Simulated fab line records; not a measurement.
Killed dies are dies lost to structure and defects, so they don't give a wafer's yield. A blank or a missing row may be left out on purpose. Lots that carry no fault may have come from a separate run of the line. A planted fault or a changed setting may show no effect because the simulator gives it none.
A single fault, viewed from 2 desks | flow nand harc | what lay behind the numbers comes last; until then each desk has only its own

METROLOGY DESK
Means of the sampled wafers that have a number, per lot and without regard to the tool the lot ran on: this is what the gauges read. If a lot's mean is further than 4 standard deviations from the usual mean, the lot is out of limits and carries the mark OUT (the distance appears in the brackets).
Columns: A = thk nm at NHARC_A_ONON_D2_THK_MEAS_18, usual 1001 nm
lot  | first seen here | A
L766 | day 14 01:46    | 991
L769 | day 14 18:56    | 912 (-13) OUT
L770 | day 15 01:23    | 900 (-15) OUT
L776 | day 17 10:54    | 998
L778 | day 18 20:02    | 995
L779 | day 18 20:02    | 1004
L777 | day 18 20:03    | 994
L780 | day 19 07:43    | 1009
L781 | day 20 03:41    | 1005
L782 | day 20 03:41    | 1003
L783 | day 20 11:29    | 995
L784 | day 21 06:35    | 998
L786 | day 21 18:20    | 1001
This desk's finding: out of limits on L769, L770; first on L769, day 14 18:56 (thk nm at NHARC_A_ONON_D2_THK_MEAS_18). L766, L776, L778, L779, L777, L780, L781, L782, L783, L784, L786: within limits.

THE DEFECT DESK
Per lot, the means of the sampled wafers with a number show what the inspections along the route counted. If a lot's mean is further than 4 standard deviations from the usual mean, the lot is out of limits and carries the mark OUT (the distance appears in the brackets).
Columns: A = raw defect count at NHARC_A_DECK1_JOINT_INSPECT_05, usual 340
lot  | first seen here | A
L766 | day 13 14:44    | 195
L769 | day 14 08:08    | 412
L770 | day 14 15:12    | 442
L776 | day 16 23:23    | 385
L778 | day 18 08:35    | 320
L779 | day 18 08:36    | 353
L777 | day 18 08:44    | 427
L780 | day 18 19:34    | 427
L782 | day 19 17:10    | 307
L781 | day 19 18:28    | 177
L783 | day 19 23:57    | 355
L784 | day 20 20:01    | 266
L786 | day 21 08:10    | 186
Result from this desk: across the 13 lots, nothing is out of limits.

ALL TOGETHER
Metrology desk: alarm possible at day 14 18:56 on L769, L770.
No out-of-limits result turned up at the defect desk.
The defect desk has L769, L770 on record, within its limits.
Every lot named ran NHARC_A_ONON_D2_DEP_16 on pecvd onon-01.

WHAT THE SIMULATOR HAD INSERTED
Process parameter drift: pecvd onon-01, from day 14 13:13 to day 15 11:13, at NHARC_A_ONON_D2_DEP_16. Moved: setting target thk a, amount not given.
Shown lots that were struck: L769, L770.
Delay in hours, fault start to first out-of-limits reading, per desk: metrology desk 6.
